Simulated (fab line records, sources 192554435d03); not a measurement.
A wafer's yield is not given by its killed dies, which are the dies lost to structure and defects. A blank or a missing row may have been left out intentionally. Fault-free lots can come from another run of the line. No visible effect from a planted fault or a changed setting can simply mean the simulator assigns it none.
Matching of chambers + flow n5-finfet + N5_BEOL_M11_CMP_52 on cmp-03 has 4 sister chambers
The step polishes, stops on SiCOH lowk, t overpolish 7 s, target thk 140 nm. 4 wafers are shown with their chamber, then 10 later ones without.

WAFERS WITH THEIR CHAMBER
| wafer  | chamber | motor-current-A (A) |
|--------|---------|---------------------|
| L085.3 | 1       | 6.9                 |
| L085.6 | 3       | 5.5                 |
| L089.2 | 0       | 6.0                 |
| L089.5 | 2       | 5.5                 |

WAFERS WITHOUT THEIR CHAMBER
| wafer  | motor-current-A (A) |
|--------|---------------------|
| L089.6 | 5.8                 |
| L090.2 | 5.8                 |
| L090.5 | 7.3                 |
| L090.6 | 6.4                 |
| L092.2 | 5.7                 |
| L092.3 | 6.5                 |
| L092.5 | 6.4                 |
| L095.3 | 5.3                 |
| L095.4 | 5.9                 |
| L095.5 | 5.8                 |

CHAMBER TAKEN BY EACH
| wafer  | from the rows above               | in truth |
|--------|-----------------------------------|----------|
| L089.6 | can't be placed: 0 or 2 or 3      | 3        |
| L090.2 | can't be placed: 0 or 2 or 3      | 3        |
| L090.5 | 1                                 | 1        |
| L090.6 | can't be placed: 0 or 1 or 2 or 3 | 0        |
| L092.2 | can't be placed: 2 or 3 or 0      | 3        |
| L092.3 | can't be placed: 1 or 0           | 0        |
| L092.5 | can't be placed: 0 or 1 or 2 or 3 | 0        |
| L095.3 | can't be placed: 2 or 3 or 0      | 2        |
| L095.4 | can't be placed: 0 or 2 or 3      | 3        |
| L095.5 | can't be placed: 0 or 2 or 3      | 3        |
Placed correctly: 1 of 10. Not placeable from these rows: 9 (in 9, the candidates include the true chamber). 0 placed wrongly.
How it was worked out, from the rows above alone: a wafer's distance from a chamber is the root of the sum, over the readings, of the square of ((its reading less the chamber's mean) divided by the reading's scatter). The wafer belongs to the nearest chamber; if the next one is less than 2 further off, it can't be placed. A chamber's mean is the mean of its shown wafers. The scatter (one wafer shown for each chamber): square how far every hidden wafer sits from the nearest shown wafer, average those squares and take the square root.
